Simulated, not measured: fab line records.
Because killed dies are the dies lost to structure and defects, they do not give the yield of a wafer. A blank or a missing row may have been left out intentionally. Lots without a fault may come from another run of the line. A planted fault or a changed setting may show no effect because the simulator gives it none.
The tool behind it: which one? | flow nandHarc | 21 lots with 63 wafers sampled at 6 steps, on a route of 1302 steps

== WHAT EACH GAUGE READ, for each wafer ==
The record lacks any reading of a measuring or inspecting step that a usual standard deviation could be used to judge.

== TOOL THAT RAN EACH LOT (tool first, then ch and the chambers of the sampled wafers, then the start) ==
lot  | NHARC_A_STAIRCASE_TRIM_187        | NHARC_A_STAIRCASE_TRIM_193                   | NHARC_A_STAIRCASE_STRIP_205         | NHARC_A_STAIRCASE_TRIM_220        | NHARC_A_STAIRCASE_ETCH_223                   | NHARC_A_STAIRCASE_TRIM_229
L074 | rieDiel-09 ch 1,3, day 16 02:49   | rieDiel-09 ch 0,1,3, day 16 05:08 or earlier | plasmaAsher-01 ch 0,1, day 16 05:08 | rieDiel-04 ch 0,1,3, day 16 06:34 | rieDiel-04 ch 2,3, day 16 07:38 or earlier   | rieDiel-08 ch 0,1,3, day 16 07:38
L075 | rieDiel-09 ch 0,2, day 16 15:13   | rieDiel-09 ch 0,2, day 16 17:27 or earlier   | plasmaAsher-01 ch 0,1, day 16 17:27 | rieDiel-09 ch 0,1,2, day 16 19:05 | rieDiel-09 ch 0,1, day 16 20:14 or earlier   | rieDiel-04 ch 0,1,3, day 16 20:14
L077 | rieDiel-09 ch 0,1, day 16 20:22   | rieDiel-09 ch 0,1, day 16 22:49 or earlier   | plasmaAsher-02 ch 0,1, day 16 22:49 | rieDiel-09 ch 0,1, day 17 00:16   | rieDiel-09 ch 1,2, day 17 01:29 or earlier   | rieDiel-08 ch 0,1,3, day 17 01:29
L076 | rieDiel-04 ch 1,3, day 17 11:04   | rieDiel-04 ch 1,3, day 17 13:11 or earlier   | plasmaAsher-02 ch 0,1, day 17 13:11 | rieDiel-04 ch 0,1,3, day 17 14:59 | rieDiel-04 ch 1,2, day 17 16:32 or earlier   | rieDiel-04 ch 0,1,2, day 17 16:32
L078 | rieDiel-09 ch 2,3, day 17 23:08   | rieDiel-09 ch 0,1,3, day 18 01:26 or earlier | plasmaAsher-01 ch 0,1, day 18 01:26 | rieDiel-08 ch 0,1, day 18 02:57   | rieDiel-08 ch 0,1,3, day 18 04:41 or earlier | rieDiel-09 ch 2,3, day 18 04:41
L079 | rieDiel-09 ch 0,1, day 17 23:20   | rieDiel-09 ch 0,1,3, day 18 01:31 or earlier | plasmaAsher-02 ch 0,1, day 18 01:31 | rieDiel-08 ch 0,1, day 18 03:22   | rieDiel-08 ch 2,3, day 18 04:59 or earlier   | rieDiel-08 ch 1,2,3, day 18 04:59
L080 | rieDiel-08 ch 0,2,3, day 18 01:30 | rieDiel-08 ch 2,3, day 18 04:04 or earlier   | plasmaAsher-02 ch 0,1, day 18 04:04 | rieDiel-09 ch 1,2, day 18 05:39   | rieDiel-09 ch 1,2, day 18 06:51 or earlier   | rieDiel-09 ch 0,2,3, day 18 06:51
L081 | rieDiel-08 ch 0,3, day 18 03:17   | rieDiel-08 ch 0,1,2, day 18 06:25 or earlier | plasmaAsher-01 ch 0,1, day 18 06:25 | rieDiel-09 ch 0,1,2, day 18 07:56 | rieDiel-09 ch 0,1,3, day 18 08:58 or earlier | rieDiel-08 ch 2,3, day 18 08:58
L082 | rieDiel-04 ch 0,2,3, day 19 14:12 | rieDiel-04 ch 0,1,3, day 19 16:36 or earlier | plasmaAsher-02 ch 0,1, day 19 16:36 | rieDiel-04 ch 0,2,3, day 19 18:04 | rieDiel-04 ch 0,1,3, day 19 19:07 or earlier | rieDiel-09 ch 0,2,3, day 19 19:07
L083 | rieDiel-09 ch 0,2,3, day 19 18:03 | rieDiel-09 ch 1,2,3, day 19 20:09 or earlier | plasmaAsher-01 ch 0,1, day 19 20:09 | rieDiel-09 ch 0,1,3, day 19 21:44 | rieDiel-09 ch 0,2,3, day 19 22:48 or earlier | rieDiel-04 ch 0,2,3, day 19 22:48
L084 | rieDiel-04 ch 0,1, day 20 00:14   | rieDiel-04 ch 1,3, day 20 02:28 or earlier   | plasmaAsher-02 ch 0,1, day 20 02:28 | rieDiel-04 ch 1,2,3, day 20 03:59 | rieDiel-04 ch 0,2,3, day 20 05:00 or earlier | rieDiel-04 ch 2,3, day 20 05:00
L086 | rieDiel-09 ch 1,2,3, day 21 13:50 | rieDiel-09 ch 1,2,3, day 21 15:56 or earlier | plasmaAsher-02 ch 0,1, day 21 15:56 | rieDiel-04 ch 1,2,3, day 21 17:35 | rieDiel-04 ch 0,1,2, day 21 18:35 or earlier | rieDiel-04 ch 0,1,3, day 21 18:35
L087 | rieDiel-09 ch 0,3, day 22 06:07   | rieDiel-09 ch 0,1,2, day 22 08:29 or earlier | plasmaAsher-01 ch 0,1, day 22 08:29 | rieDiel-09 ch 2,3, day 22 10:08   | rieDiel-09 ch 0,2,3, day 22 14:05 or earlier | rieDiel-09 ch 0,1,3, day 22 14:05
L090 | rieDiel-04 ch 0,3, day 22 14:40   | rieDiel-04 ch 1,2,3, day 22 16:49 or earlier | plasmaAsher-02 ch 0,1, day 22 16:49 | rieDiel-04 ch 0,1,3, day 22 18:14 | rieDiel-04 ch 0,2,3, day 22 19:16 or earlier | rieDiel-04 ch 1,3, day 22 19:16
L091 | rieDiel-09 ch 0,1,3, day 23 06:05 | rieDiel-09 ch 0,1,2, day 23 08:13 or earlier | plasmaAsher-01 ch 0,1, day 23 08:13 | rieDiel-08 ch 0,1,3, day 23 09:49 | rieDiel-08 ch 1,2,3, day 23 11:08 or earlier | rieDiel-08 ch 0,1,2, day 23 11:08
L092 | rieDiel-09 ch 0,2, day 23 11:43   | rieDiel-09 ch 0,2,3, day 23 14:21 or earlier | plasmaAsher-01 ch 0,1, day 23 14:21 | rieDiel-09 ch 0,1,3, day 23 15:52 | rieDiel-09 ch 0,1,2, day 23 16:55 or earlier | rieDiel-04 ch 0,1, day 23 16:55
L093 | rieDiel-04 ch 2,3, day 23 20:20   | rieDiel-04 ch 1,3, day 23 22:28 or earlier   | plasmaAsher-01 ch 1, day 23 22:28   | rieDiel-09 ch 1,2, day 23 23:55   | rieDiel-09 ch 0,1,3, day 24 00:56 or earlier | rieDiel-09 ch 0,1, day 24 00:56
L094 | rieDiel-09 ch 0,1,2, day 23 20:55 | rieDiel-09 ch 0,1,3, day 23 23:03 or earlier | plasmaAsher-02 ch 0,1, day 23 23:03 | rieDiel-04 ch 0,2,3, day 24 00:36 | rieDiel-04 ch 0,2,3, day 24 01:41 or earlier | rieDiel-04 ch 1,2,3, day 24 01:41
L095 | rieDiel-09 ch 0,1,2, day 24 18:45 | rieDiel-09 ch 0,1,3, day 24 21:01 or earlier | plasmaAsher-01 ch 0,1, day 24 21:01 | rieDiel-04 ch 0,2,3, day 24 22:29 | rieDiel-04 ch 0,1,2, day 24 23:53 or earlier | rieDiel-09 ch 1,2,3, day 24 23:53
L096 | rieDiel-04 ch 0,1,2, day 25 12:15 | rieDiel-04 ch 0,1,2, day 25 14:19 or earlier | plasmaAsher-02 ch 0,1, day 25 14:19 | rieDiel-08 ch 0,3, day 25 16:01   | rieDiel-08 ch 0,1,3, day 25 17:06 or earlier | rieDiel-09 ch 1,3, day 25 17:06
L097 | rieDiel-09 ch 0,1, day 26 02:37   | rieDiel-09 ch 1,2,3, day 26 04:45 or earlier | plasmaAsher-01 ch 0,1, day 26 04:45 | rieDiel-04 ch 0,1,2, day 26 06:22 | rieDiel-04 ch 1,2, day 26 07:23 or earlier   | rieDiel-04 ch 1,2,3, day 26 07:23
- NHARC_A_STAIRCASE_TRIM_187: chemistry O2, time 211.2 s.
- NHARC_A_STAIRCASE_TRIM_193: chemistry O2, time 211.2 s.
- NHARC_A_STAIRCASE_STRIP_205: strips in O2.
- NHARC_A_STAIRCASE_TRIM_220: chemistry O2, time 211.2 s.
- NHARC_A_STAIRCASE_ETCH_223: etches the open film in C4F8/O2, target depth 100 nm, time 40.5 s.
- NHARC_A_STAIRCASE_TRIM_229: chemistry O2, time 211.2 s.

== WHAT THE TOOLS THEMSELVES READ (means of the sampled wafers that have a number; where no wafer has one, the mark that the record gives instead) ==
NHARC_A_STAIRCASE_TRIM_187. Usual: drypumpMotorCurrentA 5.6 A, standard deviation 0.5; mfcArSccm 0.006 sccm, standard deviation 0.0087; oesProductAu 1.001 a.u., standard deviation 0.0075; rfVppV 57.8 V, standard deviation 0.81; showerheadPlenumPTorr 3.55 Torr, standard deviation 0.13; throttleValvePct 17.037 %, standard deviation 0.0095.
lot  | tool       | drypumpMotorCurrentA (A) | mfcArSccm (sccm) | oesProductAu (a.u.) | rfVppV (V) | showerheadPlenumPTorr (Torr) | throttleValvePct (%) | flag
L074 | rieDiel-09 | 5.9                      | 0.009            | 1.006               | 57.4       | 3.59                         | 17.028               | 
L075 | rieDiel-09 | 5.2                      | 0.004            | 0.996               | 57.7       | 3.54                         | 17.036               | 
L077 | rieDiel-09 | 5.7                      | 0.009            | 1.003               | 57.1       | 3.51                         | 17.032               | 
L076 | rieDiel-04 | 5.6                      | 0.000            | 0.997               | 58.1       | 3.79                         | 17.033               | 
L078 | rieDiel-09 | 5.9                      | 0.002            | 0.999               | 58.0       | 3.63                         | 17.037               | 
L079 | rieDiel-09 | 5.7                      | 0.004            | 0.996               | 57.2       | 3.46                         | 17.030               | 
L080 | rieDiel-08 | 5.3                      | 0.005            | 0.992               | 58.4       | 3.42                         | 17.046               | 
L081 | rieDiel-08 | 5.3                      | 0.000            | 0.994               | 57.8       | 3.42                         | 17.038               | 
L082 | rieDiel-04 | 5.7                      | 0.010            | 1.011               | 57.1       | 3.57                         | 17.037               | 
L083 | rieDiel-09 | 5.7                      | 0.002            | 1.003               | 57.6       | 3.55                         | 17.047               | 
L084 | rieDiel-04 | 5.1                      | 0.010            | 1.004               | 59.0       | 3.65                         | 17.035               | 
L086 | rieDiel-09 | 5.7                      | 0.006            | 1.003               | 58.2       | 3.58                         | 17.035               | 
L087 | rieDiel-09 | 6.3                      | 0.000            | 0.995               | 58.3       | 3.56                         | 17.032               | 
L090 | rieDiel-04 | 5.8                      | 0.010            | 1.003               | 58.1       | 3.66                         | 17.041               | 
L091 | rieDiel-09 | 6.0                      | 0.004            | 0.996               | 58.0       | 3.52                         | 17.037               | 
L092 | rieDiel-09 | 5.5                      | 0.002            | 1.011               | 57.5       | 3.45                         | 17.027               | 
L093 | rieDiel-04 | 5.8                      | 0.000            | 1.010               | 58.2       | 3.67                         | 17.034               | 
L094 | rieDiel-09 | 5.4                      | 0.006            | 1.004               | 58.2       | 3.49                         | 17.039               | 
L095 | rieDiel-09 | 5.4                      | 0.006            | 0.998               | 57.5       | 3.49                         | 17.039               | 
L096 | rieDiel-04 | 5.4                      | 0.010            | 1.002               | 57.9       | 3.53                         | 17.044               | 
L097 | rieDiel-09 | 5.7                      | 0.004            | 1.001               | 56.7       | 3.42                         | 17.032               | 

NHARC_A_STAIRCASE_TRIM_193. Usual: drypumpMotorCurrentA 5.6 A, standard deviation 0.49; mfcArSccm 0.005 sccm, standard deviation 0.0081; oesProductAu 1.000 a.u., standard deviation 0.0065; rfVppV 57.9 V, standard deviation 0.84; showerheadPlenumPTorr 3.55 Torr, standard deviation 0.13; throttleValvePct 17.036 %, standard deviation 0.0096.
lot  | tool       | drypumpMotorCurrentA (A) | mfcArSccm (sccm) | oesProductAu (a.u.) | rfVppV (V) | showerheadPlenumPTorr (Torr) | throttleValvePct (%) | flag
L074 | rieDiel-09 | 6.0                      | 0.004            | 1.004               | 58.0       | 3.55                         | 17.031               | 
L075 | rieDiel-09 | 5.2                      | 0.004            | 1.002               | 58.3       | 3.54                         | 17.035               | 
L077 | rieDiel-09 | 5.7                      | 0.009            | 0.999               | 56.9       | 3.51                         | 17.044               | 
L076 | rieDiel-04 | 5.6                      | 0.000            | 0.992               | 58.8       | 3.79                         | 17.044               | 
L078 | rieDiel-09 | 5.9                      | 0.004            | 0.997               | 58.2       | 3.54                         | 17.041               | 
L079 | rieDiel-09 | 5.9                      | 0.004            | 1.012               | 58.0       | 3.54                         | 17.037               | 
L080 | rieDiel-08 | 5.2                      | 0.005            | 1.000               | 57.1       | 3.48                         | 17.044               | 
L081 | rieDiel-08 | 5.5                      | 0.005            | 0.998               | 58.0       | 3.51                         | 17.038               | 
L082 | rieDiel-04 | 5.5                      | 0.010            | 1.005               | 58.0       | 3.66                         | 17.031               | 
L083 | rieDiel-09 | 5.6                      | 0.006            | 1.000               | 58.2       | 3.59                         | 17.032               | 
L084 | rieDiel-04 | 5.6                      | 0.000            | 0.997               | 58.7       | 3.78                         | 17.037               | 
L086 | rieDiel-09 | 5.6                      | 0.006            | 1.000               | 57.5       | 3.58                         | 17.037               | 
L087 | rieDiel-09 | 5.4                      | 0.006            | 0.997               | 58.4       | 3.50                         | 17.033               | 
L090 | rieDiel-04 | 5.4                      | 0.000            | 1.002               | 58.0       | 3.66                         | 17.048               | 
L091 | rieDiel-09 | 5.4                      | 0.006            | 1.003               | 57.6       | 3.50                         | 17.035               | 
L092 | rieDiel-09 | 5.7                      | 0.002            | 0.996               | 57.8       | 3.53                         | 17.030               | 
L093 | rieDiel-04 | 5.6                      | 0.000            | 1.002               | 57.9       | 3.77                         | 17.036               | 
L094 | rieDiel-09 | 6.0                      | 0.004            | 0.999               | 57.2       | 3.51                         | 17.040               | 
L095 | rieDiel-09 | 6.0                      | 0.004            | 0.997               | 57.5       | 3.51                         | 17.043               | 
L096 | rieDiel-04 | 5.4                      | 0.010            | 1.001               | 58.5       | 3.53                         | 17.036               | 
L097 | rieDiel-09 | 5.7                      | 0.006            | 1.001               | 58.3       | 3.56                         | 17.034               | 

NHARC_A_STAIRCASE_STRIP_205. Usual: drypumpMotorCurrentA 5.8 A, standard deviation 0.34; heaterPowerW 349 W, standard deviation 38.
lot  | tool           | drypumpMotorCurrentA (A) | heaterPowerW (W) | flag
L074 | plasmaAsher-01 | 6.0                      | 314              | 
L075 | plasmaAsher-01 | 6.0                      | 316              | 
L077 | plasmaAsher-02 | 5.7                      | 381              | 
L076 | plasmaAsher-02 | 5.8                      | 396              | 
L078 | plasmaAsher-01 | 6.0                      | 313              | 
L079 | plasmaAsher-02 | 5.7                      | 374              | 
L080 | plasmaAsher-02 | 5.7                      | 393              | 
L081 | plasmaAsher-01 | 5.7                      | 325              | 
L082 | plasmaAsher-02 | 5.8                      | 380              | 
L083 | plasmaAsher-01 | 5.7                      | 327              | 
L084 | plasmaAsher-02 | 5.7                      | 355              | 
L086 | plasmaAsher-02 | 5.8                      | 382              | 
L087 | plasmaAsher-01 | 6.0                      | 313              | 
L090 | plasmaAsher-02 | 5.7                      | 360              | 
L091 | plasmaAsher-01 | 5.7                      | 334              | 
L092 | plasmaAsher-01 | 5.7                      | 335              | 
L093 | plasmaAsher-01 | 6.3                      | 301              | 
L094 | plasmaAsher-02 | 5.7                      | 385              | 
L095 | plasmaAsher-01 | 6.0                      | 314              | 
L096 | plasmaAsher-02 | 5.8                      | 378              | 
L097 | plasmaAsher-01 | 5.7                      | 336              | 

NHARC_A_STAIRCASE_TRIM_220. Usual: drypumpMotorCurrentA 5.5 A, standard deviation 0.45; mfcArSccm 0.006 sccm, standard deviation 0.0096; oesProductAu 1.003 a.u., standard deviation 0.0079; rfVppV 57.9 V, standard deviation 0.95; showerheadPlenumPTorr 3.56 Torr, standard deviation 0.15; throttleValvePct 17.037 %, standard deviation 0.0088.
lot  | tool       | drypumpMotorCurrentA (A) | mfcArSccm (sccm) | oesProductAu (a.u.) | rfVppV (V) | showerheadPlenumPTorr (Torr) | throttleValvePct (%) | flag
L074 | rieDiel-04 | 5.5                      | 0.010            | 1.008               | 57.7       | 3.67                         | 17.036               | 
L075 | rieDiel-09 | 5.4                      | 0.006            | 1.002               | 58.1       | 3.52                         | 17.033               | 
L077 | rieDiel-09 | 5.7                      | 0.009            | 1.004               | 58.9       | 3.51                         | 17.035               | 
L076 | rieDiel-04 | 5.5                      | 0.010            | 1.004               | 58.3       | 3.67                         | 17.036               | 
L078 | rieDiel-08 | 5.6                      | 0.000            | 1.002               | 57.5       | 3.51                         | 17.042               | 
L079 | rieDiel-08 | 5.8                      | 0.000            | 0.995               | 58.2       | 3.65                         | 17.035               | 
L080 | rieDiel-09 | 5.4                      | 0.011            | 0.999               | 58.4       | 3.56                         | 17.035               | 
L081 | rieDiel-09 | 5.4                      | 0.006            | 0.991               | 57.4       | 3.51                         | 17.037               | 
L082 | rieDiel-04 | 5.7                      | 0.010            | 1.003               | 58.0       | 3.56                         | 17.035               | 
L083 | rieDiel-09 | 5.9                      | 0.004            | 1.006               | 57.6       | 3.53                         | 17.033               | 
L084 | rieDiel-04 | 5.4                      | 0.000            | 1.004               | 57.5       | 3.67                         | 17.034               | 
L086 | rieDiel-04 | 5.4                      | 0.000            | 1.004               | 58.3       | 3.67                         | 17.033               | 
L087 | rieDiel-09 | 5.4                      | 0.004            | 1.000               | 58.8       | 3.59                         | 17.035               | 
L090 | rieDiel-04 | 5.5                      | 0.010            | 0.999               | 58.0       | 3.65                         | 17.037               | 
L091 | rieDiel-08 | 5.5                      | 0.000            | 0.993               | 57.9       | 3.54                         | 17.047               | 
L092 | rieDiel-09 | 6.0                      | 0.004            | 1.003               | 57.3       | 3.51                         | 17.036               | 
L093 | rieDiel-09 | 5.1                      | 0.008            | 1.010               | 57.1       | 3.55                         | 17.040               | 
L094 | rieDiel-04 | 5.7                      | 0.010            | 1.012               | 58.3       | 3.54                         | 17.040               | 
L095 | rieDiel-04 | 5.7                      | 0.010            | 1.011               | 57.5       | 3.54                         | 17.036               | 
L096 | rieDiel-08 | 5.3                      | 0.000            | 0.995               | 57.6       | 3.44                         | 17.051               | 
L097 | rieDiel-04 | 5.4                      | 0.010            | 1.003               | 56.7       | 3.52                         | 17.033               | 

NHARC_A_STAIRCASE_ETCH_223. Usual: oesProductAu 0.943 a.u., standard deviation 0.01; rfFwdPowerW 593.9 W, standard deviation 2.5; rfVppV 897 V, standard deviation 5.2.
lot  | tool       | oesProductAu (a.u.) | rfFwdPowerW (W) | rfVppV (V) | flag
L074 | rieDiel-04 | 0.953               | 591.2           | 898        | 
L075 | rieDiel-09 | 0.927               | 596.2           | 894        | 
L077 | rieDiel-09 | 0.936               | 594.0           | 897        | 
L076 | rieDiel-04 | 0.946               | 595.4           | 899        | 
L078 | rieDiel-08 | 0.931               | 592.0           | 897        | 
L079 | rieDiel-08 | 0.935               | 592.7           | 894        | 
L080 | rieDiel-09 | 0.945               | 594.3           | 897        | 
L081 | rieDiel-09 | 0.948               | 591.8           | 897        | 
L082 | rieDiel-04 | 0.948               | 595.3           | 901        | 
L083 | rieDiel-09 | 0.945               | 593.3           | 897        | 
L084 | rieDiel-04 | 0.955               | 591.6           | 898        | 
L086 | rieDiel-04 | 0.945               | 593.0           | 897        | 
L087 | rieDiel-09 | 0.936               | 595.3           | 897        | 
L090 | rieDiel-04 | 0.949               | 592.4           | 896        | 
L091 | rieDiel-08 | 0.935               | 592.6           | 896        | 
L092 | rieDiel-09 | 0.946               | 594.9           | 895        | 
L093 | rieDiel-09 | 0.947               | 592.9           | 896        | 
L094 | rieDiel-04 | 0.946               | 590.6           | 897        | 
L095 | rieDiel-04 | 0.941               | 595.8           | 896        | 
L096 | rieDiel-08 | 0.945               | 593.2           | 896        | 
L097 | rieDiel-04 | 0.936               | 596.6           | 900        | 

NHARC_A_STAIRCASE_TRIM_229. Usual: drypumpMotorCurrentA 5.6 A, standard deviation 0.45; mfcArSccm 0.006 sccm, standard deviation 0.0096; oesProductAu 1.000 a.u., standard deviation 0.008; rfVppV 57.9 V, standard deviation 0.96; showerheadPlenumPTorr 3.55 Torr, standard deviation 0.15; throttleValvePct 17.036 %, standard deviation 0.0096.
lot  | tool       | drypumpMotorCurrentA (A) | mfcArSccm (sccm) | oesProductAu (a.u.) | rfVppV (V) | showerheadPlenumPTorr (Torr) | throttleValvePct (%) | flag
L074 | rieDiel-08 | 5.6                      | 0.000            | 1.004               | 58.1       | 3.39                         | 17.043               | 
L075 | rieDiel-04 | 5.5                      | 0.010            | 1.005               | 58.2       | 3.67                         | 17.042               | 
L077 | rieDiel-08 | 5.5                      | 0.000            | 0.992               | 57.6       | 3.57                         | 17.035               | 
L076 | rieDiel-04 | 5.4                      | 0.010            | 1.001               | 58.3       | 3.56                         | 17.033               | 
L078 | rieDiel-09 | 5.4                      | 0.004            | 0.996               | 58.4       | 3.61                         | 17.046               | 
L079 | rieDiel-08 | 5.5                      | 0.005            | 0.989               | 57.5       | 3.56                         | 17.039               | 
L080 | rieDiel-09 | 5.7                      | 0.002            | 1.006               | 57.5       | 3.55                         | 17.027               | 
L081 | rieDiel-08 | 5.2                      | 0.005            | 0.998               | 57.6       | 3.47                         | 17.022               | 
L082 | rieDiel-09 | 5.7                      | 0.002            | 1.006               | 57.5       | 3.55                         | 17.044               | 
L083 | rieDiel-04 | 5.7                      | 0.010            | 1.009               | 58.7       | 3.56                         | 17.039               | 
L084 | rieDiel-04 | 5.8                      | 0.000            | 0.994               | 57.3       | 3.68                         | 17.033               | 
L086 | rieDiel-04 | 5.5                      | 0.010            | 1.004               | 57.5       | 3.65                         | 17.030               | 
L087 | rieDiel-09 | 6.0                      | 0.004            | 1.006               | 57.6       | 3.52                         | 17.034               | 
L090 | rieDiel-04 | 5.2                      | 0.000            | 1.005               | 57.8       | 3.76                         | 17.043               | 
L091 | rieDiel-08 | 5.5                      | 0.005            | 1.000               | 58.1       | 3.49                         | 17.037               | 
L092 | rieDiel-04 | 5.1                      | 0.010            | 0.997               | 58.6       | 3.63                         | 17.041               | 
L093 | rieDiel-09 | 5.7                      | 0.004            | 1.000               | 57.1       | 3.43                         | 17.038               | 
L094 | rieDiel-04 | 5.4                      | 0.000            | 0.999               | 58.6       | 3.66                         | 17.036               | 
L095 | rieDiel-09 | 5.7                      | 0.006            | 1.000               | 57.8       | 3.57                         | 17.046               | 
L096 | rieDiel-09 | 6.2                      | 0.004            | 1.003               | 58.4       | 3.58                         | 17.039               | 
L097 | rieDiel-04 | 5.4                      | 0.000            | 0.997               | 58.2       | 3.65                         | 17.036               | 

== THE ANSWER, worked out from the rows above alone ==
Rule: take the mean of a lot's wafers that have a number; if it is more than 3 standard deviations from the usual mean, the lot is off. A lot without any number at a reading at which 4 lots or more have one is off too. Where the step has rows for the other lots, those lots are counted as sound. The gauges are gone through in route order, then the tools' own readings, and for those a lot's mean is taken as printed above. The first step at which some lot is off is used, and at that step the reading that is off furthest; a lot without a number counts as furthest.
Across all readings shown, no lot is off: no conclusion can be drawn from this.

== WHAT THE SIMULATOR HAD INSERTED ==
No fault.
